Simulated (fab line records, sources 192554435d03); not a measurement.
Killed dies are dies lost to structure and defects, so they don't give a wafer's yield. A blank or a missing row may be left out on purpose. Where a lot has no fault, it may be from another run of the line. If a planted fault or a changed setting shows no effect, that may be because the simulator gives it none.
Matching of chambers    flow n5_finfet    4 sister chambers for N5_BEOL_M0_CUTY_ETCH_62 on rie_diel-06
The step etches SiARC in CF4, time 58.5 s. 27 wafers are shown with their chamber, then 12 later ones without.

== EACH WAFER AND ITS CHAMBER ==
wafer   chamber  drypump_motor_current_A (A)  showerhead_plenum_p_Torr (Torr)  throttle_valve_pct (%)
L074.2  2        5.4                          2.28                             15.15
L074.5  1        5.3                          2.22                             15.88
L074.6  0        5.8                          2.12                             15.53
L075.1  2        5.4                          2.28                             15.16
L075.2  0        5.8                          2.12                             15.56
L075.4  1        5.3                          2.22                             15.89
L076.1  3        4.9                          2.10                             15.65
L076.2  2        5.4                          2.28                             15.13
L076.4  1        5.4                          2.22                             15.90
L078.1  3        4.9                          2.10                             15.65
L078.3  1        5.4                          2.21                             15.90
L078.5  0        5.8                          2.12                             15.54
L079.1  2        5.4                          2.28                             15.17
L079.2  3        4.9                          2.10                             15.66
L079.3  0        5.8                          2.12                             15.56
L079.4  1        5.3                          2.21                             15.90
L079.5  0        5.8                          2.12                             15.55
L079.6  3        4.9                          2.10                             15.64
L083.2  0        5.8                          2.12                             15.57
L083.5  3        4.9                          2.10                             15.68
L083.6  0        5.8                          2.12                             15.59
L084.1  0        5.8                          2.11                             15.57
L084.2  2        5.4                          2.27                             15.18
L084.3  1        5.3                          2.21                             15.92
L084.4  3        4.9                          2.10                             15.67
L084.5  0        5.8                          2.11                             15.56
L084.6  1        5.4                          2.21                             15.94

SIGNATURES (means of the wafers above)
reading                   chamber 0  chamber 1  chamber 2  chamber 3  scatter within a chamber
drypump_motor_current_A   5.800      5.343      5.400      4.900      0.0273
showerhead_plenum_p_Torr  2.1178     2.2143     2.2780     2.1000     0.00421
throttle_valve_pct        15.5589    15.9043    15.1580    15.6583    0.018
Rule: for each reading, subtract the chamber's mean from the wafer's reading, divide by that reading's scatter and square the result; add these up over the readings and take the root, which gives the wafer's distance from the chamber. The wafer belongs to the nearest chamber; if the next one is less than 2 further off, it can't be placed. How the scatter is found: for the shown wafers, subtract from each reading the mean of its chamber, square and add these, divide the total by (wafers less chambers), then take the root.

== WAFERS WHOSE CHAMBER IS MISSING ==
wafer   drypump_motor_current_A (A)  showerhead_plenum_p_Torr (Torr)  throttle_valve_pct (%)
L087.1  5.4                          2.21                             15.93
L087.2  5.8                          2.11                             15.57
L087.3  4.9                          2.10                             15.69
L087.4  5.4                          2.27                             15.17
L087.5  5.3                          2.21                             15.94
L087.6  5.8                          2.11                             15.57
L088.1  4.9                          2.09                             15.69
L088.4  5.4                          2.21                             15.95
L088.5  5.4                          2.27                             15.19
L094.3  5.4                          2.27                             15.22
L094.5  5.8                          2.11                             15.61
L094.6  5.3                          2.20                             15.96

== CHAMBER TAKEN BY EACH ==
wafer   from the rows above  in truth
L087.1  1                    1
L087.2  0                    0
L087.3  3                    3
L087.4  2                    2
L087.5  1                    1
L087.6  0                    0
L088.1  3                    3
L088.4  1                    1
L088.5  2                    2
L094.3  2                    2
L094.5  0                    0
L094.6  1                    1
Correctly placed: 12 of 12. From these rows, 0 cannot be placed. 0 placed wrongly.
